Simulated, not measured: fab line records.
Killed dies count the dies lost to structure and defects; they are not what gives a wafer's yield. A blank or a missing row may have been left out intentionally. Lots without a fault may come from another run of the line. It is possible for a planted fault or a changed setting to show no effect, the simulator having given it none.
Chamber matching ; flow n5_finfet ; N5_BEOL_M0_SAQP_PECVD_03 on pecvd-02 has 3 sister chambers
The step deposits SiCN from 3MS/NH3, target thk 12 nm, time 21.1 s. 3 wafers are shown with their chamber, then 7 later ones without.

## WAFERS, EACH WITH ITS CHAMBER
wafer;chamber;showerhead_plenum_p_Torr (Torr)
L077.4;2;3.636
L083.1;0;3.686
L083.3;1;3.686

## WAFERS WITH NO CHAMBER GIVEN
wafer;showerhead_plenum_p_Torr (Torr)
L083.4;3.679
L085.1;3.688
L085.2;3.690
L085.3;3.677
L087.2;3.672
L087.3;3.667
L087.4;3.689

## WHICH CHAMBER EACH ONE RAN IN
wafer;from the rows above;in truth
L083.4;can't be placed: 0 or 1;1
L085.1;can't be placed: 0 or 1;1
L085.2;can't be placed: 0 or 1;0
L085.3;can't be placed: 0 or 1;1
L087.2;can't be placed: 0 or 1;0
L087.3;can't be placed: 0 or 1 or 2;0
L087.4;can't be placed: 0 or 1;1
Correctly placed: 0 of 7. From these rows, 7 cannot be placed; in 7 the true chamber is one of the candidates. Number placed wrongly: 0.
How it was worked out, from the rows above alone: a wafer's distance from a chamber is the root of the sum, over the readings, of the square of ((its reading less the chamber's mean) divided by the reading's scatter). If the next closest chamber is less than 2 further off than the closest, the wafer can't be placed; otherwise it belongs to the closest. For every chamber, the mean is computed from those of its wafers that are shown. The scatter (one wafer shown for each chamber): square how far every hidden wafer sits from the nearest shown wafer, average those squares and take the square root.
